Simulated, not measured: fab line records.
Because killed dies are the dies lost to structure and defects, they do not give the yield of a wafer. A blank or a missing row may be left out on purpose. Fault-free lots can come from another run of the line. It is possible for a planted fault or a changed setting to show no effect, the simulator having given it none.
fab line records	flow n5Finfet
record: lots: 10	wafers: 30	lastDay: 17
route steps=1938 shown BEOL_M5@1115
lots that met no fault: from a run of the same line without faults
startH: start of the lot's first displayed wafer, in hours after the record's first day	waitH: hours from the lot's prior step to this one	" identical to the entry in the row above	L1.1+2: a row that stands for several wafers	- either no value or no given start	* or withheld: withheld	< > ~ a bound
route shown NAME@n: NAME is a module with steps in the file, n the number in the route of the first one	usual: mean/standard deviation taken from wafers without a fault	same: alike in all rows	chamber/n: place in a boat	sites: per-site readings	_std_site: how widely they spread, as a standard deviation	_edge_site: outer sites' mean less inner sites'	radiusMm: how far each site lies from the wafer's centre	mask NAME#n: copy n	behind: the last tool/chamber to shape the wafer	hold: what put the lot on hold/how long, in hours/how the hold closed	device: whichever transistor did not switch (one of n, p or np)	end of line: the same wafers' tests at the end of the route	a step without rows: its recipe alone	killed: not the wafer's yield, but the dies lost to structure and defects at the first sort	map: shows each die of a wafer: x if killed, . if not, _ if none is there
set.NAME: setting as actually run; set.NAME@STEP: the setting as run at that earlier step	model.NAME: the simulator's own value behind a step, which no gauge read
steps of the route over a sample of lots; a table a step, a row a wafer
services: from which hour (startH, from the record's first day; less than 0 if before it) a tool's chamber was out of use, for how many hours, and why
== steps ==
step: N5_BEOL_M5_PECVD_70
recipe: material: SiO2	targetThkA: 160	tempC: 400	precursor: TEOS/O2	pressureTorr: 5.5	rfW: 450	teosFlowSccm: 53.8	gas: O2	flowSccm: 3000	timeS: 18
usual: heaterPowerW: 729/100	showerheadPlenumPTorr: 8.78/0.063	throttleValvePct: 22.0/1.1
same: timeS: 18
lot.wafer	tool	chamber	startH	waitH	heaterPowerW	showerheadPlenumPTorr	throttleValvePct
L268.3	pecvd-02	2	184.75	0.0	866	8.67	22.5
L268.4	"	1	"	"	862	8.80	23.0
L268.6	"	0	"	"	664	8.78	22.6
L271.2	pecvd-02	0	203.21	0.1	626	8.77	22.5
L271.4	"	0	"	"	624	8.79	22.6
L271.6	"	0	"	"	631	8.79	22.8
L276.1	pecvd-03	2	239.35	0.0	646	8.80	20.0
L276.3	"	1	"	"	731	8.87	22.1
L276.6	"	1	"	"	729	8.88	22.3
L275.2	pecvd-03	0	241.82	0.0	591	8.82	21.4
L275.5	"	0	"	"	574	8.81	21.5
L275.6	"	2	"	"	711	8.81	19.8
L279.2	pecvd-03	2	248.19	0.0	689	8.78	19.8
L279.3	"	1	"	"	818	8.88	22.1
L279.6	"	2	"	"	696	8.79	19.9
L282.1	pecvd-02	2	263.79	0.0	846	8.64	21.1
L282.2	"	0	"	"	708	8.76	22.9
L282.6	"	2	"	"	885	8.66	21.0
L281.2	pecvd-02	0	280.82	0.0	628	8.76	22.5
L281.3	"	1	"	"	828	8.76	22.9
L281.6	"	1	"	"	788	8.80	22.7
L286.1	pecvd-03	2	292.25	0.0	650	8.79	20.1
L286.5	"	2	"	"	655	8.80	20.0
L286.6	"	0	"	"	632	8.83	21.4
L287.2	pecvd-03	2	299.79	0.0	670	8.80	20.4
L287.5	"	1	"	"	862	8.89	22.4
L287.6	"	0	"	"	588	8.84	21.4
L288.1	pecvd-02	2	311.94	0.0	792	8.65	21.5
L288.2	"	1	"	"	784	8.79	23.2
L288.3	"	0	"	"	589	8.78	22.7
step: N5_BEOL_M5_DESCUM_16
recipe: chemistry: O2	timeS: 7	sourcePowerW: 50	biasPowerW: 20	pressureMtorr: 20	rfFrequencyHz: 2.712e+07	tempC: 40	resist: CAR-EUV	o2FlowSccm: 225
usual: drypumpMotorCurrentA: 5.8/0.35	oesProductAu: 0.80/0.087	rfVppV: 243.3/1.2	showerheadPlenumPTorr: 2.10/0.053	throttleValvePct: 20.4/0.31
same: timeS: 7
lot.wafer	tool	chamber	startH	waitH	drypumpMotorCurrentA	oesProductAu	rfHoursCounterH	rfVppV	showerheadPlenumPTorr	throttleValvePct
L268.3	rieDiel-03	3	185.91	0.0	6.3	0.76	157	245.0	2.18	20.4
L268.4	"	2	"	"	6.3	0.93	18	244.0	2.06	20.2
L268.6	"	2	"	"	6.3	0.93	-	241.7	2.06	20.2
L271.2	rieDiel-03	2	206.14	1.2	6.3	0.92	24	241.4	2.06	20.2
L271.4	"	0	"	"	5.6	0.88	55	241.5	2.03	19.8
L271.6	"	2	"	"	6.3	0.93	-	242.7	2.06	20.2
L276.1	rieDiel-03	3	241.19	0.0	6.3	0.74	174	244.1	2.17	20.4
L276.3	"	1	"	"	6.1	0.73	185	244.3	2.17	20.9
L276.6	"	1	"	"	6.1	0.73	-	244.3	2.17	20.8
L275.2	rieDiel-03	2	244.27	0.0	6.3	0.88	36	241.9	2.05	20.3
L275.5	"	2	"	"	6.3	0.89	-	242.1	2.05	20.3
L275.6	"	3	"	"	6.3	0.74	-	244.0	2.17	20.4
L279.2	rieDiel-03	0	249.37	0.0	5.6	0.85	68	243.7	2.03	19.9
L279.3	"	2	"	"	6.3	0.88	37	241.9	2.05	20.3
L279.6	"	1	"	"	6.1	0.73	-	243.9	2.17	20.8
L282.1	rieDiel-06	3	265.96	0.5	5.8	0.87	34	245.2	2.13	20.0
L282.2	"	2	"	"	5.2	0.79	104	243.1	2.11	20.7
L282.6	"	1	"	"	5.9	0.68	-	242.0	2.06	21.0
L281.2	rieDiel-04	1	282.56	0.0	5.6	0.66	251	244.3	2.15	20.5
L281.3	"	0	"	"	6.3	0.90	27	244.1	2.05	20.6
L281.6	"	0	"	"	6.3	0.89	-	243.1	2.05	20.6
L286.1	rieDiel-04	3	293.76	0.0	5.4	0.75	148	243.7	2.09	20.4
L286.5	"	3	"	"	5.4	0.75	-	242.9	2.09	20.4
L286.6	"	1	"	"	5.5	0.65	-	243.1	2.14	20.5
L287.2	rieDiel-06	3	303.33	0.3	5.8	0.85	43	241.4	2.13	20.0
L287.5	"	2	"	"	5.2	0.79	-	242.4	2.10	20.7
L287.6	"	3	"	"	5.8	0.86	-	244.1	2.13	20.0
L288.1	rieDiel-04	3	312.80	0.0	5.4	0.75	156	245.1	2.09	20.4
L288.2	"	0	"	"	6.3	0.87	37	243.2	2.05	20.6
L288.3	"	2	"	"	5.6	0.77	143	241.4	2.00	20.5
step: N5_BEOL_M5_ETCH_62
recipe: chemistry: N2/H2	target: SOC	targetDepthA: 750	overetchA: 150	maskMaterial: SiARC	tempC: 40	timeS: 112.5	ionEnergyEv: 200	pressureMtorr: 30	sourceW: 840	biasW: 150	n2FlowSccm: 200	h2FlowSccm: 200
usual: drypumpMotorCurrentA: 5.8/0.35	oesProductAu: 0.63/0.064	rfFwdPowerW: 836.3/2.9	rfVppV: 524.3/2	showerheadPlenumPTorr: 2.55/0.064	throttleValvePct: 17.8/0.32
same: timeS: 112.5
lot.wafer	tool	chamber	startH	waitH	drypumpMotorCurrentA	oesProductAu	rfFwdPowerW	rfHoursCounterH	rfVppV	showerheadPlenumPTorr	throttleValvePct
L268.3	rieDiel-03	3	185.99	0.0	6.4	0.60	839.7	157	527.0	2.64	17.7
L268.4	"	2	"	"	6.3	0.73	838.6	18	522.7	2.48	17.6
L268.6	"	2	"	"	6.3	0.73	841.5	-	521.4	2.48	17.6
L271.2	rieDiel-03	2	206.22	0.0	6.3	0.71	835.9	24	522.9	2.48	17.6
L271.4	"	0	"	"	5.6	0.68	832.5	55	521.7	2.48	17.3
L271.6	"	2	"	"	6.3	0.72	836.3	-	523.4	2.48	17.6
L276.1	rieDiel-03	3	241.27	0.0	6.4	0.59	1041.1	174	489.3	2.63	17.7
L276.3	"	1	"	"	6.1	0.58	1037.8	185	488.1	2.64	18.3
L276.6	"	1	"	"	6.1	0.58	1039.1	-	489.2	2.64	18.3
L275.2	rieDiel-03	2	244.35	0.0	6.3	0.70	1036.3	36	484.8	2.47	17.6
L275.5	"	2	"	"	6.3	0.69	1041.8	-	485.4	2.47	17.6
L275.6	"	3	"	"	6.3	0.60	1039.7	-	489.1	2.63	17.7
L279.2	rieDiel-03	0	249.45	0.0	5.6	0.67	1038.5	68	484.8	2.47	17.3
L279.3	"	2	"	"	6.3	0.70	1038.1	37	486.3	2.47	17.6
L279.6	"	1	"	"	6.1	0.59	1035.8	-	490.9	2.64	18.3
L282.1	rieDiel-06	3	266.04	0.0	5.8	0.68	834.8	34	526.0	2.59	17.4
L282.2	"	2	"	"	5.2	0.62	833.4	104	524.4	2.56	18.1
L282.6	"	1	"	"	5.9	0.55	834.1	-	522.2	2.50	18.4
L281.2	rieDiel-04	1	282.64	0.0	5.5	0.53	837.6	251	525.9	2.61	18.0
L281.3	"	0	"	"	6.3	0.70	833.3	28	523.4	2.49	17.9
L281.6	"	0	"	"	6.3	0.70	829.5	-	523.4	2.49	17.9
L286.1	rieDiel-04	3	293.83	0.0	5.5	0.60	840.9	148	526.3	2.54	17.8
L286.5	"	3	"	"	5.4	0.60	837.0	-	523.8	2.54	17.8
L286.6	"	1	"	"	5.6	0.52	838.4	-	527.4	2.61	18.0
L287.2	rieDiel-06	3	303.41	0.0	5.8	0.67	832.6	43	525.0	2.59	17.4
L287.5	"	2	"	"	5.2	0.62	839.7	-	525.5	2.56	18.1
L287.6	"	3	"	"	5.8	0.67	832.2	-	525.2	2.59	17.5
L288.1	rieDiel-04	3	312.88	0.0	5.4	0.59	838.8	156	522.9	2.54	17.8
L288.2	"	0	"	"	6.3	0.69	839.0	37	521.7	2.49	18.0
L288.3	"	2	"	"	5.7	0.62	838.4	143	520.5	2.44	18.0
step: N5_BEOL_M5_STRIP_19
recipe: chemistry: O2	powerW: 400	tempC: 40	pressureMtorr: 30	rfFrequencyHz: 6e+07	biasPowerW: 0	overashFraction: 0.2	o2FlowSccm: 225
usual: drypumpMotorCurrentA: 5.9/0.35	oesProductAu: 0.80/0.087	rfVppV: 3.7/0.48	showerheadPlenumPTorr: 2.11/0.057	throttleValvePct: 16.7/0.32
lot.wafer	tool	chamber	startH	waitH	drypumpMotorCurrentA	oesProductAu	rfHoursCounterH	rfVppV	showerheadPlenumPTorr	throttleValvePct
L268.3	rieDiel-06	2	186.28	0.1	5.2	0.82	81	2.9	2.12	16.9
L268.4	"	0	"	"	5.7	0.69	231	3.3	2.17	16.8
L268.6	"	1	"	"	5.9	0.70	-	4.3	2.08	17.2
L271.2	rieDiel-06	3	206.60	0.2	5.8	0.91	15	3.3	2.14	16.2
L271.4	"	0	"	"	5.8	0.69	236	3.7	2.16	16.8
L271.6	"	2	"	"	5.2	0.82	-	4.0	2.12	16.9
L276.1	rieDiel-04	2	241.55	0.1	5.6	0.79	122	3.8	2.02	16.7
L276.3	"	0	"	"	6.3	0.91	17	3.1	2.06	16.7
L276.6	"	1	"	"	5.6	0.66	-	3.3	2.15	16.8
L275.2	rieDiel-06	0	244.70	0.2	5.7	0.68	248	3.9	2.16	16.8
L275.5	"	2	"	"	5.2	0.81	-	3.6	2.11	16.9
L275.6	"	1	"	"	5.9	0.69	-	3.5	2.07	17.2
L279.2	rieDiel-03	2	249.72	0.1	6.3	0.90	38	3.1	2.06	16.4
L279.3	"	0	"	"	5.6	0.87	68	3.7	2.03	16.1
L279.6	"	0	"	"	5.6	0.88	-	3.2	2.03	16.1
L282.1	rieDiel-03	2	266.39	0.1	6.3	0.88	43	3.2	2.05	16.5
L282.2	"	3	"	"	6.3	0.73	181	4.2	2.18	16.7
L282.6	"	0	"	"	5.6	0.86	-	3.9	2.03	16.1
L281.2	rieDiel-04	1	282.92	0.1	5.6	0.65	251	3.5	2.15	16.8
L281.3	"	3	"	"	5.4	0.77	143	2.9	2.10	16.7
L281.6	"	1	"	"	5.6	0.66	-	4.1	2.15	16.8
L286.1	rieDiel-03	2	294.11	0.1	6.3	0.86	53	3.6	2.05	16.5
L286.5	"	3	"	"	6.3	0.73	-	4.2	2.17	16.7
L286.6	"	0	"	"	5.6	0.84	-	3.8	2.03	16.1
L287.2	rieDiel-03	2	303.78	0.2	6.3	0.87	55	4.6	2.05	16.5
L287.5	"	0	"	"	5.6	0.84	-	4.0	2.03	16.2
L287.6	"	3	"	"	6.3	0.73	-	3.8	2.17	16.7
L288.1	rieDiel-06	0	313.19	0.1	5.7	0.89	19	3.6	2.15	16.4
L288.2	"	2	"	"	5.2	0.78	123	3.7	2.10	16.9
L288.3	"	3	"	"	5.8	0.84	47	3.6	2.13	16.3
== services ==
tool	chamber	startH	hours	kind
rieDiel-04	-	163.06	1.1	repair
rieDiel-04	0	170.61	-	clean
rieDiel-04	0	170.61	-	consumableReplace:focusRing
rieDiel-04	0	170.61	19.5	scheduledDown
rieDiel-04	0	170.61	19.5	ventCycle
pecvd-03	1	194.71	2.1	scheduledDown
pecvd-02	2	202.40	-	clean
rieDiel-04	3	206.29	13.1	repair
rieDiel-06	0	255.87	-	clean
rieDiel-06	0	255.87	-	consumableReplace:focusRing
rieDiel-06	0	255.87	11.8	scheduledDown
rieDiel-06	0	255.87	11.8	ventCycle
rieDiel-03	0	268.67	3.8	repair
rieDiel-04	0	271.49	3.0	repair
rieDiel-04	0	283.51	6.1	repair
rieDiel-06	1	286.23	-	clean
rieDiel-06	1	286.23	-	consumableReplace:focusRing
rieDiel-04	2	291.59	9.0	repair
rieDiel-04	1	299.71	3.5	repair
rieDiel-04	1	303.62	-	clean
rieDiel-04	1	303.62	-	consumableReplace:focusRing
rieDiel-04	1	303.62	33.7	scheduledDown
rieDiel-04	1	303.62	33.7	ventCycle
pecvd-02	-	310.09	0.5	repair
== key ==
firstSign: step: N5_BEOL_M5_ETCH_62	reading: rfFwdPowerW	direction: up	sigmas: 69	usual: *	struck: *
effect: step: N5_BEOL_M5_ETCH_62	reading: rfVppV	direction: down	sigmas: 18	usual: 524.3	struck: 487.5
metAt N5_BEOL_M5_ETCH_62
struckLots L275,L276,L279
notActingAt N5_BEOL_M5_PECVD_70,N5_BEOL_M5_DESCUM_16,N5_BEOL_M5_STRIP_19
onsetBetween 206.22 241.27
fault: kind: processParameterDrift	tool: rieDiel-03	chamber: -	onsetH: 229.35	steps: N5_BEOL_M5_ETCH_62	channel: sourceW	offset: 201.6	shape: step	endH: 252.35	actsIn: theseRecipesOnly	stated: 840
